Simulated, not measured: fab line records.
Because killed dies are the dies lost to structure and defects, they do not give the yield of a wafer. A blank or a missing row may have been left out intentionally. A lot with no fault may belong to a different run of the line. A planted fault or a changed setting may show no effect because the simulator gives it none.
fab line records | flow nandHarc
record: lots: 6 wafers: 18 lastDay: 32
route steps=1302 shown A_CHANNEL_HOLE_D1@454 END@1302
lots with no fault: from the same line, run without faults
startH: the number of hours between the record's first day and the start of the first shown wafer of the lot | waitH: time in hours since the lot's previous step | " repeats the value in the row above | L1.1+2: a single row standing in for several wafers | - no value present, or no start provided | * or withheld: withheld | < > ~ a bound
route shown NAME@n: names a module that has steps shown in the file, with the first one's number in the route | usual: mean/standard deviation taken from wafers without a fault | same: alike in all rows | chamber/n: place in a boat | sites: the reading at each site | _std_site: the standard deviation of these | _edge_site: the outer-site mean with the inner-site mean subtracted | radiusMm: for every site, how far away it sits from the centre of the wafer | mask NAME#n: copy n | behind: tool/chamber where the wafer was last shaped | hold: the reason the lot was held/the length of the hold in hours/how it ended | device: the n, p or np transistor that did not switch | end of line: the route-end tests of the same wafers | step lacking rows: just its recipe | killed: dies lost to structure and defects at the first sort, not the wafer's yield | map: per-die view of a wafer (x killed, . not killed, _ where there is no die)
set.NAME: the run value of the setting; set.NAME@STEP: its run value at that earlier step | model.NAME: the simulator's own value behind a step, which no gauge read
lots at some steps of the route; a table a step, a row a wafer
services: a tool's chamber out of use, with start hour (startH, from the record's first day; less than 0 if before it), hours out, and reason
== steps ==
step: NHARC_A_CHANNEL_HOLE_D1_COAT_36
recipe: tempC: 260 timeS: 75
step: NHARC_A_CHANNEL_HOLE_D1_COAT_37
recipe: tempC: 225 timeS: 65
step: NHARC_A_CHANNEL_HOLE_D1_COAT_04
recipe: spinRpm: 1500 resistThkNm: 90
step: NHARC_A_CHANNEL_HOLE_D1_SOFTBAKE_05
recipe: tempC: 105 timeS: 55
step: NHARC_A_CHANNEL_HOLE_D1_EBR_06
step: NHARC_A_CHANNEL_HOLE_D1_EXPOSE_07
recipe: na: 1.35 targetCdNm: 100 sigmaOuter: 0.3 doseMj: 59.65 maskId: HOLE_D1
step: NHARC_A_CHANNEL_HOLE_D1_PEB_08
recipe: pebTempC: 100 pebTimeS: 65
step: NHARC_A_CHANNEL_HOLE_D1_DEVELOP_09
recipe: developTimeS: 35 devTempC: 23
step: NHARC_A_CHANNEL_HOLE_D1_CD_MEAS_10
recipe: targetCdNm: 100 landingEnergyEv: 500
usual: cdNm: 100.1/0.48
columns lot.wafer tool chamber startH waitH cdNm
L905.1 cdSem-02 0 197.65 - 99.8
L905.3 " 0 " " 99.9
L905.5 " 0 " " 100.5
L910.2 cdSem-03 0 258.21 - 99.8
L910.3 " 0 " " 99.9
L910.4 " 0 " " 100.2
L912.1 cdSem-03 0 271.59 - 101.2
L912.5 " 0 " " 100.4
L912.6 " 0 " " 100.0
L922.1 cdSem-01 0 372.28 - 100.2
L922.4 " 0 " " 100.3
L922.5 " 0 " " 100.1
L923.2 cdSem-01 0 379.84 - 100.2
L923.3 " 0 " " 99.7
L923.6 " 0 " " 100.6
L924.2 cdSem-03 0 387.40 - 99.8
L924.5 " 0 " " 100.1
L924.6 " 0 " " 100.1
step: NHARC_A_CHANNEL_HOLE_D1_OVL_MEAS_11
usual: overlayXNm: -0.1/0.67 overlayYNm: 0.0/0.93
columns lot.wafer tool chamber startH waitH overlayXNm overlayYNm
L905.1 overlay-01 - 197.74 - -0.8 0.1
L905.3 " - " " -0.4 0.4
L905.5 " - " " -0.4 0.5
L910.2 overlay-01 - 258.29 - 1.2 -1.2
L910.3 " - " " 1.0 -0.2
L910.4 " - " " 0.7 -0.5
L912.1 overlay-01 - 271.68 - 0.4 0.0
L912.5 " - " " 0.0 0.1
L912.6 " - " " -0.4 0.8
L922.1 overlay-01 - 372.37 - -1.0 0.0
L922.4 " - " " -1.4 -0.3
L922.5 " - " " -0.4 -0.4
L923.2 overlay-01 - 379.94 - -0.3 0.5
L923.3 " - " " 0.0 0.4
L923.6 " - " " -0.4 0.3
L924.2 overlay-01 - 387.49 - -0.9 -0.9
L924.5 " - " " 0.0 0.1
L924.6 " - " " 0.1 -0.2
step: NHARC_A_CHANNEL_HOLE_D1_INSPECT_12
usual: rawDefectCount: 5.6/2.9
columns lot.wafer tool chamber startH waitH rawDefectCount
L905.1 defectInspect-02 - 197.78 0.0 1
L905.3 " - " " 7
L905.5 " - " " 5
L910.2 defectInspect-02 - 258.33 0.0 5
L910.3 " - " " 6
L910.4 " - " " 7
L912.1 defectInspect-01 - 271.72 0.0 4
L912.5 " - " " 6
L912.6 " - " " 6
L922.1 defectInspect-01 - 372.40 0.0 3
L922.4 " - " " 5
L922.5 " - " " 4
L923.2 defectInspect-02 - 379.97 0.0 4
L923.3 " - " " 5
L923.6 " - " " 7
L924.2 defectInspect-02 - 387.53 0.0 4
L924.5 " - " " 9
L924.6 " - " " 7
step: NHARC_A_CHANNEL_HOLE_D1_DESCUM_15
recipe: timeS: 3 o2FlowSccm: 200 arFlowSccm: 0 biasPowerW: 0 chemistry: O2
usual: drypumpMotorCurrentA: 5.6/0.38 oesProductAu: 1.004/0.0098 rfVppV: 57.4/0.84 showerheadPlenumPTorr: 1.86/0.057 throttleValvePct: 11.312/0.0088
same: biasPowerW: 0
columns lot.wafer tool chamber startH waitH drypumpMotorCurrentA oesProductAu rfHoursCounterH rfVppV showerheadPlenumPTorr throttleValvePct
L905.1 rieDiel-09 0 197.85 0.1 5.9 1.025 5 56.7 1.80 11.318
L905.3 " 2 " " 5.1 0.988 4 58.6 1.91 11.302
L905.5 " 0 " " 6.0 1.022 - 57.1 1.80 11.304
L910.4 rieDiel-09 0 258.40 0.1 5.9 1.021 9 56.9 1.80 11.318
L910.3 " 1 " " 5.1 1.023 9 56.9 1.91 11.306
L910.2 " 2 " " 5.1 0.999 8 57.4 1.91 11.309
L912.1 rieDiel-09 3 271.80 0.1 5.7 1.014 9 57.0 1.81 11.307
L912.5 " 1 " " 5.1 1.013 - 56.9 1.91 11.331
L912.6 " 2 " " 5.1 1.002 - 57.0 1.91 11.320
L922.1 rieDiel-09 0 372.63 0.2 6.0 1.023 5 56.4 1.80 11.327
L922.4 " 1 " " 5.1 1.001 5 58.0 1.91 11.298
L922.5 " 3 " " 5.7 1.008 - 56.7 1.80 11.301
L923.2 rieDiel-09 1 380.03 0.1 5.1 0.996 6 57.9 1.91 11.326
L923.3 " 3 " " 5.7 1.003 7 56.8 1.80 11.298
L923.6 " 1 " " 5.1 0.988 - 57.5 1.91 11.305
L924.2 rieDiel-13 2 387.61 0.1 5.9 1.002 13 57.6 1.92 11.315
L924.5 " 3 " " 6.6 0.993 - 58.1 1.79 11.303
L924.6 " 0 " " 5.9 0.991 - 57.4 1.85 11.296
step: NHARC_A_CHANNEL_HOLE_D1_ETCH_38
recipe: targetDepthA: 390 overEtchFrac: 0.3 timeS: 65 ionEnergyEv: 80 cf4FlowSccm: 150 arFlowSccm: 0 rfW: 300 biasW: 100 chemistry: CF4
usual: drypumpMotorCurrentA: 5.6/0.37 oesProductAu: 1.003/0.0091 rfVppV: 150.7/1 runLengthS: 86.3/0.43 showerheadPlenumPTorr: 1.73/0.052 throttleValvePct: 13.284/0.0087
columns lot.wafer tool chamber startH waitH drypumpMotorCurrentA oesProductAu rfHoursCounterH rfVppV runLengthS showerheadPlenumPTorr throttleValvePct
L905.1 rieDiel-09 3 197.93 0.1 5.7 1.015 4 150.3 85.5 1.68 13.281
L905.3 " 1 " " 5.1 0.998 5 150.0 86.7 1.77 13.283
L905.5 " 2 " " 5.1 0.997 - 151.1 86.3 1.76 13.278
L910.2 rieDiel-09 3 258.48 0.1 5.7 1.004 7 150.0 85.6 1.68 13.290
L910.3 " 1 " " 5.1 1.022 9 152.3 86.2 1.76 13.283
L910.4 " 2 " " 5.1 0.993 8 150.7 86.5 1.76 13.274
L912.1 rieDiel-09 3 271.88 0.1 5.7 1.014 9 148.5 85.6 1.68 13.288
L912.5 " 0 " " 6.0 1.009 - 150.0 86.4 1.67 13.293
L912.6 " 1 " " 5.1 1.005 - 150.9 86.1 1.76 13.267
L922.1 rieDiel-09 0 372.70 0.1 6.0 1.014 5 150.3 69.3 1.67 13.280
L922.4 " 1 " " 5.1 0.991 5 151.3 68.8 1.76 13.278
L922.5 " 0 " " 6.0 1.007 - 149.4 69.0 1.67 13.280
L923.2 rieDiel-09 3 380.12 0.1 5.7 1.009 7 149.7 67.9 1.67 13.287
L923.3 " 2 " " 5.1 0.998 6 151.3 68.9 1.76 13.276
L923.6 " 0 " " 5.9 1.005 - 151.4 68.7 1.67 13.283
L924.2 rieDiel-13 2 387.68 0.1 5.9 1.000 13 151.2 86.6 1.78 13.281
L924.5 " 1 " " 5.5 0.999 - 153.7 86.3 1.90 13.288
L924.6 " 2 " " 5.9 1.018 - 152.5 86.8 1.78 13.299
step: NHARC_A_CHANNEL_HOLE_D1_ETCH_39
recipe: targetDepthA: 2600 overEtchFrac: 0.3 timeS: 325 ionEnergyEv: 200 n2FlowSccm: 150 h2FlowSccm: 150 arFlowSccm: 0 rfW: 400 biasW: 150 chemistry: N2/H2
usual: drypumpMotorCurrentA: 5.6/0.38 h2FlowSccm: 150.0/0.43 n2FlowSccm: 150.0/0.47 oesProductAu: 1.005/0.0099 rfVppV: 429.0/2 runLengthS: 346.3/0.44 showerheadPlenumPTorr: 1.98/0.066 throttleValvePct: 14.173/0.0095
columns lot.wafer tool chamber startH waitH drypumpMotorCurrentA h2FlowSccm n2FlowSccm oesProductAu rfHoursCounterH rfVppV runLengthS showerheadPlenumPTorr throttleValvePct
L905.3 rieDiel-09 3 - - 5.7 149.9 149.5 1.017 4 427.6 345.6 1.92 14.175
L905.1 " 0 " " 6.0 150.7 148.7 1.013 5 426.6 346.2 1.92 14.169
L905.5 " 3 " " 5.7 149.8 149.1 1.016 - 425.8 345.8 1.92 14.165
L910.2 rieDiel-09 1 - - 5.1 149.8 149.9 1.003 9 430.5 346.5 2.03 14.194
L910.3 " 2 " " 5.1 149.4 150.1 0.997 8 430.0 346.5 2.03 14.157
L910.4 " 3 " " 5.7 149.3 149.4 1.007 7 429.1 346.2 1.92 14.169
L912.1 rieDiel-09 1 - - 5.1 149.9 149.7 0.999 11 430.5 346.3 2.03 14.161
L912.6 " 0 " " 6.0 149.8 150.4 1.010 - 426.2 346.7 1.92 14.190
L912.5 " 1 " " 5.1 150.0 149.6 1.002 - 430.4 346.1 2.03 14.162
L922.1 rieDiel-09 3 - - 5.7 150.4 149.7 1.004 6 427.5 346.0 1.92 14.185
L922.4 " 0 " " 6.0 150.5 150.0 1.019 5 426.8 346.4 1.91 14.196
L922.5 " 2 " " 5.1 149.9 150.2 1.005 - 430.6 346.5 2.03 14.162
L923.2 rieDiel-09 0 - - 6.0 149.9 150.1 1.009 6 427.5 346.8 1.91 14.180
L923.3 " 1 " " 5.1 149.7 150.5 0.993 6 431.4 346.3 2.03 14.179
L923.6 " 3 " " 5.7 149.5 149.8 0.995 - 428.1 345.7 1.92 14.154
L924.2 rieDiel-13 2 - - 5.9 149.7 150.2 1.012 13 429.6 346.5 2.05 14.184
L924.6 " 0 " " 5.9 150.0 150.4 0.987 - 429.6 346.4 1.97 14.175
L924.5 " 1 " " 5.5 150.0 149.2 1.003 - 436.0 346.0 2.21 14.162
step: NHARC_END_SORT_01
recipe: tempC: 25
usual: killedAtArray: 55/20 killedAtOther: 1.2/1.3 killedAtPeriphery: 4.0/3 killedDies: 60/21 killedOpen: 3.2/1.9 killedShort: 2.5/1.6
same: grossDies: 677
columns lot.wafer tool chamber startH waitH hold killedAtArray killedAtOther killedAtPeriphery killedDies killedOpen killedShort
L905.1 prober-02 0 577.25 2.5 - 34 0 0 34 5 2
L905.3 prober-02 0 578.84 3.1 - 24 0 3 27 1 2
L905.5 prober-02 0 580.44 3.7 - 21 1 1 23 1 6
L910.2 prober-02 0 631.02 2.8 - 85 2 3 90 1 4
L910.3 prober-02 0 631.83 3.1 - 64 0 6 70 1 0
L910.4 prober-02 0 632.65 3.4 - 67 2 2 71 3 3
L912.1 prober-01 0 692.49 2.5 - 55 2 2 59 2 2
L912.5 prober-01 0 695.64 3.6 - 44 1 0 45 2 1
L912.6 prober-01 0 696.42 3.9 - 60 0 1 61 0 2
L923.2 prober-01 0 754.58 2.8 awaitDispo/18.7h/release 189 0 2 191 4 7
L923.3 prober-01 0 755.38 3.1 awaitDispo/18.7h/release 236 1 3 240 6 4
L923.6 prober-01 0 757.78 4.0 awaitDispo/18.7h/release 250 0 1 251 6 2
L922.1 prober-01 0 762.97 2.5 awaitDispo/2.2h/release 235 0 9 244 4 1
L922.4 prober-01 0 765.35 3.4 awaitDispo/2.2h/release 173 0 5 178 1 3
L922.5 prober-01 0 766.15 3.7 awaitDispo/2.2h/release 187 3 6 196 4 1
L924.2 prober-01 0 771.86 2.8 - 40 1 3 44 4 1
L924.5 prober-01 0 774.23 3.7 - 46 0 3 49 2 2
L924.6 prober-01 0 775.02 4.0 - 56 2 3 61 3 2
killed by level:class
L905.1 A_CONTACT:chamberFilmFlake=15 A_CHANNEL_HOLE_D2:chamberFilmFlake=11 A_ONON_D1:geometricParticle:short=1 A_CHANNEL_FILL_D1:geometricParticle:open=1 A_DECK1_JOINT:geometricParticle:open=1 A_CHANNEL_HOLE_D2:geometricParticle:short=1 A_CHANNEL_FILL_D2:geometricParticle:open=1 A_SGD_CUT:geometricParticle:open=1
L905.3 A_CHANNEL_HOLE_D2:chamberFilmFlake=9 A_CONTACT:chamberFilmFlake=7 A_STAIRCASE:chamberFilmFlake=3 P_STI:chamberFilmFlake=2 A_CHANNEL_FILL_D1:geometricParticle:open=1 A_CONTACT:geometricParticle:short=1 A_M1:geometricParticle:short=1 P_M2:chamberFilmFlake=1
L905.5 A_CONTACT:chamberFilmFlake=9 A_CHANNEL_HOLE_D2:chamberFilmFlake=4 A_ONON_D2:geometricParticle:short=2 A_STAIRCASE:chamberFilmFlake=2 P_CONTACT:geometricParticle:short=1 A_CHANNEL_FILL_D1:geometricParticle:short=1 A_SGD_CUT:geometricParticle:short=1 A_BLC:geometricParticle:open=1
L910.2 A_CHANNEL_HOLE_D2:chamberFilmFlake=33 A_SLIT:chamberFilmFlake=28 A_CHANNEL_HOLE_D1:chamberFilmFlake=8 A_SGD_CUT:chamberFilmFlake=7 P_M1:chamberFilmFlake=3 A_CONTACT:chamberFilmFlake=2 THIN_TSV:chamberFilmFlake=2 A_SOURCE_PLATE:geometricParticle:short=1
L910.3 A_SLIT:chamberFilmFlake=31 A_CHANNEL_HOLE_D2:chamberFilmFlake=26 P_M1:chamberFilmFlake=6 A_SGD_CUT:chamberFilmFlake=5 A_CHANNEL_FILL_D1:geometricParticle:open=1 A_CHANNEL_HOLE_D1:chamberFilmFlake=1
L910.4 A_CHANNEL_HOLE_D2:chamberFilmFlake=35 A_SLIT:chamberFilmFlake=20 A_SGD_CUT:chamberFilmFlake=6 THIN_TSV:chamberFilmFlake=2 P_CONTACT:geometricParticle:short=1 A_DECK1_JOINT:geometricParticle:short=1 A_ONON_D2:geometricParticle:open=1 A_BLC:geometricParticle:open=1
L912.1 A_SLIT:chamberFilmFlake=28 A_CHANNEL_HOLE_D2:chamberFilmFlake=8 A_STAIRCASE:chamberFilmFlake=3 A_WL_FILL:chamberFilmFlake=3 A_CONTACT:chamberFilmFlake=3 A_CHANNEL_HOLE_D1:chamberFilmFlake=2 A_CHANNEL_FILL_D1:chamberFilmFlake=2 A_BONDPAD:chamberFilmFlake=2
L912.5 A_SLIT:chamberFilmFlake=21 A_CHANNEL_HOLE_D2:chamberFilmFlake=6 A_BONDPAD:chamberFilmFlake=4 A_CHANNEL_HOLE_D1:chamberFilmFlake=3 A_CHANNEL_FILL_D1:chamberFilmFlake=2 A_STAIRCASE:chamberFilmFlake=2 A_CONTACT:chamberFilmFlake=2 A_ONON_D1:geometricParticle:open=1
L912.6 A_SLIT:chamberFilmFlake=34 A_CHANNEL_HOLE_D2:chamberFilmFlake=13 A_CHANNEL_HOLE_D1:chamberFilmFlake=2 A_STAIRCASE:chamberFilmFlake=2 A_WL_FILL:chamberFilmFlake=2 A_CONTACT:chamberFilmFlake=2 A_ONON_D2:geometricParticle:short=1 A_CHANNEL_HOLE_D2:geometricParticle:short=1
L923.2 A_CHANNEL_HOLE_D1:areaEtch=139 A_CHANNEL_HOLE_D2:chamberFilmFlake=18 A_SLIT:chamberFilmFlake=9 A_CHANNEL_HOLE_D1:chamberFilmFlake=6 A_CHANNEL_FILL_D2:chamberFilmFlake=4 A_ONON_D1:geometricParticle:short=2 A_CONTACT:chamberFilmFlake=2 P_CONTACT:geometricParticle:open=1
L923.3 A_CHANNEL_HOLE_D1:areaEtch=175 A_CHANNEL_HOLE_D2:chamberFilmFlake=19 A_CHANNEL_HOLE_D1:chamberFilmFlake=18 A_SLIT:chamberFilmFlake=7 A_CONTACT:chamberFilmFlake=3 A_ONON_D2:geometricParticle:open=2 A_CHANNEL_FILL_D2:geometricParticle:open=2 A_CHANNEL_FILL_D2:chamberFilmFlake=2
L923.6 A_CHANNEL_HOLE_D1:areaEtch=187 A_CHANNEL_HOLE_D2:chamberFilmFlake=30 A_CONTACT:chamberFilmFlake=7 A_CHANNEL_HOLE_D1:chamberFilmFlake=6 A_SLIT:chamberFilmFlake=5 A_DECK1_JOINT:chamberFilmFlake=3 A_ONON_D2:geometricParticle:open=2 A_CHANNEL_HOLE_D1:geometricParticle:open=1
L922.1 A_CHANNEL_HOLE_D1:areaEtch=154 A_SLIT:chamberFilmFlake=33 A_CHANNEL_HOLE_D2:chamberFilmFlake=25 A_CHANNEL_HOLE_D1:chamberFilmFlake=11 P_GATE:chamberFilmFlake=4 A_CONTACT:chamberFilmFlake=4 P_STI:chamberFilmFlake=2 P_GATE:geometricParticle:open=1
L922.4 A_CHANNEL_HOLE_D1:areaEtch=129 A_SLIT:chamberFilmFlake=13 A_CHANNEL_HOLE_D2:chamberFilmFlake=9 A_CHANNEL_HOLE_D1:chamberFilmFlake=7 A_CONTACT:chamberFilmFlake=6 P_GATE:chamberFilmFlake=3 A_STAIRCASE:chamberFilmFlake=3 A_DECK1_JOINT:geometricParticle:short=1
L922.5 A_CHANNEL_HOLE_D1:areaEtch=143 A_CHANNEL_HOLE_D2:chamberFilmFlake=17 A_SLIT:chamberFilmFlake=10 A_CHANNEL_HOLE_D1:chamberFilmFlake=5 A_CONTACT:chamberFilmFlake=5 P_GATE:chamberFilmFlake=4 A_STAIRCASE:chamberFilmFlake=4 THIN_TSV:chamberFilmFlake=2
L924.2 A_CHANNEL_HOLE_D2:chamberFilmFlake=18 A_SLIT:chamberFilmFlake=8 A_CONTACT:chamberFilmFlake=6 A_CHANNEL_HOLE_D1:chamberFilmFlake=3 A_M0:geometricParticle:open=2 P_M1:chamberFilmFlake=2 P_M0:geometricParticle:open=1 A_CHANNEL_FILL_D2:geometricParticle:short=1
L924.5 A_CHANNEL_HOLE_D2:chamberFilmFlake=19 A_SLIT:chamberFilmFlake=16 A_CONTACT:chamberFilmFlake=6 P_M1:chamberFilmFlake=2 A_CHANNEL_HOLE_D1:chamberFilmFlake=2 P_STI:geometricParticle:short=1 A_ONON_D2:geometricParticle:short=1 A_ONON_D2:geometricParticle:open=1
L924.6 A_CHANNEL_HOLE_D2:chamberFilmFlake=29 A_SLIT:chamberFilmFlake=11 A_CONTACT:chamberFilmFlake=7 P_M1:chamberFilmFlake=3 A_CHANNEL_HOLE_D1:chamberFilmFlake=3 THIN_TSV:chamberFilmFlake=2 A_ONON_D1:geometricParticle:short=1 A_CHANNEL_FILL_D1:geometricParticle:short=1
map L922.1 (x killed, . not)
____________.____________
_________....x.._________
_______.....x....._______
______.x...........______
_____...x.x...x....._____
____.........xxx.....____
____......x.xxxx...x.____
___..x......xxxxx.x.x.___
___x.......xxxxxxx.xx.___
__........x.xxxxxxx....__
__...x.x....xxxx......x__
_...x.....x.xxxxx.x....._
_..x....x.xxxxx.xxx....._
_xx.x......x.xxx.x.x...x_
_x....x....xxx.xxxx...xx_
_x.x........x..x.x....xx_
xx..x........xxxx.......x
xxx.x........x........xx.
xxxx.......x..........xx.
..xxx.............x..xxxx
x.x.x..........x...x..x..
_xx...............xx..x._
_x.x................xx.._
_...x..............xxx.x_
_.x.x.x.............xxxx_
_xxxxx...x.x........x.xx_
__x...x...x...x...x..xx__
__xxx....x.........xx.x__
___x..xx...x.....x.x.x___
___xxxxx.xx..x.x..x...___
____.x..x.....x..x.x.____
____xxx.xxx..xx..x.xx____
_____xxxxxxxx..x..xx_____
______x.xxxx..xxxxx______
_______xx.xxxxx.xx_______
_________xx.xx.x_________
____________x____________
map L923.6 (x killed, . not)
____________.____________
_________..x...._________
_______xx....x..xx_______
______.xx....xx.xx.______
_____.xx..x.x......._____
____.....xx...x......____
____....x.....x.x..x.____
___x.xx.....xx...x....___
___x....x....xxxxx..x.___
__x.........x.xx...x...__
__xxx....x.xxx.xxx...x.__
_xx.......xxxxxxx..x...x_
_...xx.....xxxxxxx.x...._
_xx.x.....xx.xx....x...x_
_xxx...x....x..........._
_x............xx........_
x..x....x.x...x.......x..
xx.x....x.x.........xx.xx
.xxxx.x...........x...xxx
xxx.....x...........x...x
.xx..............x.....xx
_x.xx..x........x..x...x_
_xxx.x..............xx.x_
_xxx..............x....x_
_x.x.......x....x....x.x_
_xxx.x.x...........x..xx_
__.xxx............xx.x.__
__x.x....x.x...x...xxxx__
___xxxx...x.x..x...xxx___
___xxxxx.xx...x..xx..x___
____.x.xxxx.x....x.xx____
____xxxxx.x.x..x..x..____
_____xxx.xxxx.x.xxxx_____
______xxxx.xxxx.xxx______
_______.xxxxx.xxx._______
_________xxxxxx._________
____________x____________
== services ==
columns tool chamber startH hours kind
rieDiel-09 0 176.60 - clean
rieDiel-09 1 176.60 - clean
rieDiel-09 2 176.60 - clean
rieDiel-09 3 176.60 - clean
rieDiel-09 0 201.10 - clean
rieDiel-09 1 201.10 - clean
rieDiel-09 2 201.10 - clean
rieDiel-09 3 201.10 - clean
rieDiel-13 - 211.85 0.2 repair
rieDiel-13 0 219.10 4.8 repair
rieDiel-09 0 225.60 - clean
rieDiel-09 1 225.60 - clean
rieDiel-09 2 225.60 - clean
rieDiel-09 3 225.60 - clean
rieDiel-09 3 232.56 7.2 repair
rieDiel-09 0 250.10 - clean
rieDiel-09 1 250.10 - clean
rieDiel-09 2 250.10 - clean
rieDiel-09 3 250.10 - clean
rieDiel-09 0 274.60 - clean
rieDiel-09 1 274.60 - clean
rieDiel-09 2 274.60 - clean
rieDiel-09 - 320.10 9.0 pm
rieDiel-13 - 342.06 9.0 pm
== key ==
firstSign: step: NHARC_A_CHANNEL_HOLE_D1_ETCH_38 reading: runLengthS direction: down sigmas: 41 usual: * struck: *
effect: step: NHARC_END_SORT_01 reading: killedAtArray direction: up sigmas: 7.7 usual: 55 struck: 212
moreKillsBornAt: NHARC_A_CHANNEL_HOLE_D1_ETCH_38@rieDiel-09: 927
metAt NHARC_A_CHANNEL_HOLE_D1_ETCH_38
struckWafers L922.1,L922.4,L922.5,L923.2,L923.3,L923.6
testerLeftOut L922,L923
onsetBetween 271.88 372.70
fault: kind: processParameterDrift tool: rieDiel-09 chamber: - onsetH: 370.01 steps: NHARC_A_CHANNEL_HOLE_D1_ETCH_38 channel: timeS offset: * shape: step endH: 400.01 actsIn: * stated: *
testerLeftOut: of these lots the tester's yield and bins aren't shown, on N5 and GAA mostly nor the transistor test; their killed dies are dies lost to structure and defects alone, not to doping, threshold or leakage, so they don't give the yield
